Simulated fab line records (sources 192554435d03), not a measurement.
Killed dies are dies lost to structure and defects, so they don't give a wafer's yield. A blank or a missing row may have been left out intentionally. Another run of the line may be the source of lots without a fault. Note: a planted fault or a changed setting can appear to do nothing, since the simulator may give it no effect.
Which tool is to blame?    flow n5Finfet    24 lots, 72 wafers sampled, at 6 steps of a route of 1938

== WHAT THE GAUGES SHOWED, per wafer ==
N5_BEOL_M12_RS_MEAS_54: the measuring method here is four-point-probe.
lot   measured      on            M12_RS (ohm/sq)
L075  day 11 18:38  filmMetro-02  0.0607 0.0602 0.0613
L074  day 11 17:38  filmMetro-02  0.0606 0.0607 0.0609
L076  day 12 00:25  filmMetro-01  0.0602 0.0615 0.0612
L079  day 12 07:44  filmMetro-01  0.0593 0.0604 0.0605
L077  day 12 19:44  filmMetro-01  0.0606 0.0603 0.0601
L078  day 13 06:07  filmMetro-02  0.0607 0.0622 0.0617
L081  day 13 08:59  filmMetro-01  0.0625 0.0607 0.0600
L080  day 13 14:13  filmMetro-02  0.0607 0.0588 0.0591
L082  day 13 19:47  filmMetro-02  0.0584 0.0587 0.0588
L083  day 13 20:25  filmMetro-01  0.0623 0.0617 0.0615
L084  day 14 02:29  filmMetro-02  0.0598 0.0603 0.0593
L085  day 14 03:01  filmMetro-01  0.0607 0.0612 0.0606
L086  day 14 19:28  filmMetro-02  0.0592 0.0590 0.0597
L087  day 15 00:57  filmMetro-02  0.0609 0.0602 0.0585
L090  day 15 04:50  filmMetro-01  0.0587 0.0597 0.0582
L088  day 15 10:05  filmMetro-01  0.0583 0.0607 0.0594
L089  day 15 10:19  filmMetro-02  0.0610 0.0609 0.0601
L092  day 15 18:26  filmMetro-01  0.0608 0.0612 0.0610
L091  day 16 02:01  filmMetro-01  0.0595 0.0603 0.0609
L093  day 16 04:50  filmMetro-01  0.0620 0.0601 0.0614
L095  day 16 16:37  filmMetro-02  0.0595 0.0615 0.0612
L094  day 16 17:25  filmMetro-02  0.0612 0.0611 0.0610
L096  day 17 14:33  filmMetro-02  0.0593 0.0610 0.0585
L097  day 19 06:44  filmMetro-01  0.0626 0.0612 0.0617

N5_BEOL_M13_THK_MEAS_01.
lot   measured      on            M13_ILD_THK (nm)
L075  day 11 18:54  filmMetro-02  820 830 840
L074  day 11 17:50  filmMetro-02  835 842 851
L076  day 12 00:37  filmMetro-02  842 849 840
L079  day 12 07:56  filmMetro-01  849 823 852
L077  day 12 19:57  filmMetro-02  827 836 842
L078  day 13 06:20  filmMetro-02  824 841 848
L081  day 13 09:13  filmMetro-01  824 843 849
L080  day 13 14:26  filmMetro-01  828 827 851
L082  day 13 20:00  filmMetro-01  829 848 845
L083  day 13 20:37  filmMetro-01  838 868 852
L084  day 14 02:41  filmMetro-01  820 824 822
L085  day 14 03:14  filmMetro-02  844 825 857
L086  day 14 19:40  filmMetro-01  826 834 843
L087  day 15 01:10  filmMetro-02  842 853 853
L090  day 15 05:03  filmMetro-01  848 845 860
L088  day 15 10:18  filmMetro-01  834 825 843
L089  day 15 10:32  filmMetro-01  824 840 848
L092  day 15 18:39  filmMetro-01  853 844 849
L091  day 16 02:13  filmMetro-02  841 848 843
L093  day 16 05:02  filmMetro-02  825 826 840
L095  day 16 16:53  filmMetro-01  839 843 861
L094  day 16 17:38  filmMetro-01  839 840 849
L096  day 17 14:46  filmMetro-02  829 826 836
L097  day 19 06:57  filmMetro-02  825 832 847

== EACH LOT AND THE TOOL THAT RAN IT (in order: tool; ch and the chambers of the sampled wafers; start) ==
lot   N5_BEOL_M11_HM_OPEN_17            N5_BEOL_M11_PRE_CLEAN_45     N5_BEOL_M11_SPUTTER_48       N5_BEOL_M12_ETCH_68
L075  rieMetal-01 ch 1, day 11 03:58    pvdSputter-01, day 11 08:25  pvdSputter-01, day 11 10:29  rieDiel-04 ch 0,1,3, day 11 13:15
L074  rieMetal-02 ch 0,1, day 11 04:07  pvdSputter-02, day 11 07:47  pvdSputter-03, day 11 08:20  rieDiel-04 ch 1,2,3, day 11 11:23
L076  rieMetal-01 ch 1, day 11 13:52    pvdSputter-01, day 11 16:13  pvdSputter-02, day 11 18:11  rieDiel-04 ch 0,2, day 11 21:34
L079  rieMetal-03 ch 0,1, day 11 18:49  pvdSputter-01, day 11 22:27  pvdSputter-01, day 11 23:31  rieDiel-04 ch 0,2,3, day 12 03:20
L077  rieMetal-03 ch 0, day 12 10:22    pvdSputter-02, day 12 12:27  pvdSputter-03, day 12 13:13  rieDiel-01 ch 0,2,3, day 12 16:28
L078  rieMetal-03 ch 1, day 12 13:10    pvdSputter-03, day 12 18:49  pvdSputter-01, day 12 19:27  rieDiel-04 ch 1,3, day 12 23:40
L081  rieMetal-02 ch 0,1, day 12 23:20  pvdSputter-02, day 13 02:57  pvdSputter-01, day 13 03:32  rieDiel-04 ch 0,1, day 13 06:49
L080  rieMetal-03 ch 0,1, day 13 03:29  pvdSputter-03, day 13 07:38  pvdSputter-03, day 13 08:47  rieDiel-01 ch 0,1, day 13 11:46
L082  rieMetal-03 ch 0,1, day 13 08:07  pvdSputter-02, day 13 11:44  pvdSputter-02, day 13 12:30  rieDiel-02 ch 2,3, day 13 15:20
L083  rieMetal-02 ch 0,1, day 13 08:22  pvdSputter-02, day 13 12:23  pvdSputter-03, day 13 13:24  rieDiel-04 ch 1,2,3, day 13 16:32
L084  rieMetal-03 ch 0,1, day 13 13:08  pvdSputter-01, day 13 15:18  pvdSputter-03, day 13 15:58  rieDiel-01 ch 2,3, day 13 18:58
L085  rieMetal-01 ch 0, day 13 15:28    pvdSputter-01, day 13 17:37  pvdSputter-01, day 13 18:18  rieDiel-04 ch 0,3, day 13 21:03
L086  rieMetal-02 ch 0,1, day 14 09:08  pvdSputter-01, day 14 11:18  pvdSputter-02, day 14 13:26  rieDiel-01 ch 2,3, day 14 16:22
L087  rieMetal-01 ch 0,1, day 14 16:01  pvdSputter-02, day 14 19:15  pvdSputter-01, day 14 19:53  rieDiel-02 ch 0,1,2, day 14 22:52
L090  rieMetal-01 ch 0,1, day 14 20:58  pvdSputter-01, day 14 22:50  pvdSputter-02, day 14 23:27  rieDiel-01 ch 0,1,3, day 15 02:41
L088  rieMetal-02 ch 0,1, day 14 22:44  pvdSputter-02, day 15 03:00  pvdSputter-01, day 15 03:37  rieDiel-02 ch 1,2, day 15 06:22
L089  rieMetal-03 ch 0,1, day 14 22:58  pvdSputter-02, day 15 03:12  pvdSputter-02, day 15 03:55  rieDiel-04 ch 1,2,3, day 15 06:48
L092  rieMetal-03 ch 0,1, day 15 03:17  pvdSputter-02, day 15 10:26  pvdSputter-02, day 15 11:02  rieDiel-04 ch 0,2, day 15 13:49
L091  rieMetal-02 ch 0,1, day 15 11:26  pvdSputter-01, day 15 15:57  pvdSputter-01, day 15 16:43  rieDiel-02 ch 0,1,2, day 15 20:02
L093  rieMetal-01 ch 0, day 15 19:23    pvdSputter-03, day 15 22:27  pvdSputter-03, day 15 23:05  rieDiel-04 ch 1,3, day 16 02:11
L095  rieMetal-02 ch 0,1, day 16 03:11  pvdSputter-01, day 16 06:23  pvdSputter-03, day 16 07:01  rieDiel-04 ch 1,2,3, day 16 09:53
L094  rieMetal-01 ch 0,1, day 16 03:48  pvdSputter-01, day 16 06:28  pvdSputter-01, day 16 07:11  rieDiel-04 ch 0,3, day 16 10:23
L096  rieMetal-02 ch 0, day 17 05:59    pvdSputter-03, day 17 08:20  pvdSputter-03, day 17 08:53  rieDiel-02 ch 1,2,3, day 17 12:25
L097  rieMetal-02 ch 0,1, day 18 14:49  pvdSputter-01, day 18 18:53  pvdSputter-02, day 18 20:25  rieDiel-04 ch 0,1,2, day 18 23:17
- N5_BEOL_M11_HM_OPEN_17: chemistry Cl2/BCl3, target TiN, target depth 20 nm, overetch 6 nm.
- N5_BEOL_M11_PRE_CLEAN_45: time 30 s.
- N5_BEOL_M11_SPUTTER_48: material Cu, target thk 12 nm, time 2 s.
- N5_BEOL_M12_ETCH_68: etches SOC in N2/H2, time 285 s.

== WHAT THE TOOLS THEMSELVES READ (means of the sampled wafers that have a number; where no wafer has one, the mark that the record gives instead) ==
N5_BEOL_M11_HM_OPEN_17.
lot   tool         drypumpMotorCurrentA (A)  mfcArSccm (sccm)  mfcCl2Sccm (sccm)  oesProductAu (a.u.)  throttleValvePct (%)
L075  rieMetal-01  5.2                       25.01             53.36              0.58                 22.48
L074  rieMetal-02  5.3                       25.05             53.19              0.65                 21.93
L076  rieMetal-01  5.2                       25.02             53.51              0.59                 22.47
L079  rieMetal-03  5.7                       25.01             53.18              0.70                 22.16
L077  rieMetal-03  6.0                       24.93             53.35              0.60                 22.35
L078  rieMetal-03  5.5                       25.04             53.19              0.74                 22.06
L081  rieMetal-02  5.4                       24.94             53.12              0.61                 21.93
L080  rieMetal-03  5.8                       24.97             53.32              0.65                 22.26
L082  rieMetal-03  5.8                       25.01             53.26              0.65                 22.24
L083  rieMetal-02  5.4                       24.98             53.05              0.61                 21.94
L084  rieMetal-03  5.7                       25.03             53.12              0.69                 22.16
L085  rieMetal-01  6.0                       25.01             53.22              0.80                 22.30
L086  rieMetal-02  5.4                       25.02             53.11              0.61                 21.93
L087  rieMetal-01  5.7                       25.00             53.40              0.72                 22.35
L090  rieMetal-01  5.7                       25.05             53.11              0.72                 22.37
L088  rieMetal-02  5.4                       24.95             53.14              0.60                 21.95
L089  rieMetal-03  5.8                       24.92             53.33              0.63                 22.26
L092  rieMetal-03  5.8                       25.01             53.35              0.63                 22.27
L091  rieMetal-02  5.3                       24.97             53.30              0.64                 21.94
L093  rieMetal-01  6.0                       25.06             52.98              0.77                 22.31
L095  rieMetal-02  5.2                       25.02             53.37              0.64                 21.93
L094  rieMetal-01  5.7                       25.03             53.42              0.71                 22.36
L096  rieMetal-02  5.1                       25.01             53.33              0.67                 21.94
L097  rieMetal-02  5.4                       25.08             53.17              0.77                 21.79

N5_BEOL_M11_PRE_CLEAN_45.
lot   tool           heaterPowerW (W)
L075  pvdSputter-01  358
L074  pvdSputter-02  310
L076  pvdSputter-01  371
L079  pvdSputter-01  355
L077  pvdSputter-02  322
L078  pvdSputter-03  322
L081  pvdSputter-02  348
L080  pvdSputter-03  341
L082  pvdSputter-02  347
L083  pvdSputter-02  330
L084  pvdSputter-01  354
L085  pvdSputter-01  356
L086  pvdSputter-01  370
L087  pvdSputter-02  299
L090  pvdSputter-01  356
L088  pvdSputter-02  354
L089  pvdSputter-02  318
L092  pvdSputter-02  332
L091  pvdSputter-01  358
L093  pvdSputter-03  320
L095  pvdSputter-01  345
L094  pvdSputter-01  350
L096  pvdSputter-03  363
L097  pvdSputter-01  357

N5_BEOL_M11_SPUTTER_48.
lot   tool           chuckGasFlowSccm (sccm)  throttleValvePct (%)
L075  pvdSputter-01  1.29                     30.7
L074  pvdSputter-03  1.27                     30.9
L076  pvdSputter-02  1.23                     29.8
L079  pvdSputter-01  1.25                     30.0
L077  pvdSputter-03  1.26                     30.4
L078  pvdSputter-01  1.24                     31.4
L081  pvdSputter-01  1.27                     31.1
L080  pvdSputter-03  1.22                     31.1
L082  pvdSputter-02  1.26                     29.2
L083  pvdSputter-03  1.23                     30.2
L084  pvdSputter-03  1.22                     30.8
L085  pvdSputter-01  1.30                     30.8
L086  pvdSputter-02  1.24                     28.6
L087  pvdSputter-01  1.28                     31.4
L090  pvdSputter-02  1.24                     29.5
L088  pvdSputter-01  1.26                     31.3
L089  pvdSputter-02  1.27                     29.1
L092  pvdSputter-02  1.29                     29.3
L091  pvdSputter-01  1.29                     31.3
L093  pvdSputter-03  1.22                     30.7
L095  pvdSputter-03  1.25                     30.5
L094  pvdSputter-01  1.30                     31.4
L096  pvdSputter-03  1.26                     30.6
L097  pvdSputter-02  1.25                     29.4

N5_BEOL_M12_ETCH_68.
lot   tool        drypumpMotorCurrentA (A)  n2FlowSccm (sccm)  oesProductAu (a.u.)  rfVppV (V)  showerheadPlenumPTorr (Torr)  throttleValvePct (%)
L075  rieDiel-04  6.0                       199.4              0.77                 525.7       2.61                          17.82
L074  rieDiel-04  6.0                       199.2              0.74                 523.4       2.53                          17.76
L076  rieDiel-04  5.8                       199.8              0.82                 523.3       2.54                          17.55
L079  rieDiel-04  5.8                       199.7              0.79                 524.2       2.56                          17.69
L077  rieDiel-01  5.4                       200.6              0.78                 526.5       2.63                          17.75
L078  rieDiel-04  6.2                       199.7              0.69                 525.7       2.58                          17.92
L081  rieDiel-04  5.9                       199.0              0.80                 527.0       2.67                          17.78
L080  rieDiel-01  5.2                       200.4              0.84                 522.4       2.49                          17.68
L082  rieDiel-02  5.8                       200.3              0.94                 527.0       2.68                          17.67
L083  rieDiel-04  6.0                       199.8              0.72                 522.8       2.52                          17.79
L084  rieDiel-01  5.9                       200.3              0.82                 527.7       2.69                          17.76
L085  rieDiel-04  5.7                       199.9              0.80                 526.4       2.63                          17.79
L086  rieDiel-01  5.4                       199.4              0.80                 527.3       2.68                          17.70
L087  rieDiel-02  5.6                       199.7              0.78                 523.1       2.54                          17.77
L090  rieDiel-01  5.0                       200.1              0.79                 523.6       2.55                          17.71
L088  rieDiel-02  5.8                       200.3              0.86                 525.9       2.61                          17.81
L089  rieDiel-04  6.0                       199.9              0.81                 523.7       2.52                          17.66
L092  rieDiel-04  5.7                       199.8              0.78                 524.3       2.52                          17.61
L091  rieDiel-02  5.6                       200.0              0.87                 523.9       2.54                          17.63
L093  rieDiel-04  6.0                       199.8              0.77                 524.1       2.54                          17.80
L095  rieDiel-04  6.0                       199.7              0.78                 523.5       2.52                          17.69
L094  rieDiel-04  5.7                       199.7              0.77                 526.1       2.63                          17.82
L096  rieDiel-02  5.8                       200.2              0.81                 524.5       2.57                          17.72
L097  rieDiel-04  6.0                       200.3              0.80                 524.1       2.56                          17.66

== THE ANSWER, worked out from the rows above alone ==
Rule: the lots themselves supply what counts as usual. Put in order of their means at a reading, lots are off if they are a third of the lots or fewer, leave a main group of 4 or more, and stand apart from it by a gap of 3 or more times the standard deviation of the main group's means; of several such gaps the widest counts. A main group whose means are all the same, to the digits that the tables above print for the reading, isn't used. Also off: a lot with no number at a reading for which 4 or more lots have one. Where the step has rows for the other lots, those lots are counted as sound. Order of review: gauges by route order, followed by the tools' own readings, for which a lot's mean as printed above is used. At the first step where some lot is off, the reading lying furthest off is the one used; lots without a number count as furthest.
No lot is off at any reading shown: from this, nothing can be told.

== WHAT THE SIMULATOR HAD INSERTED ==
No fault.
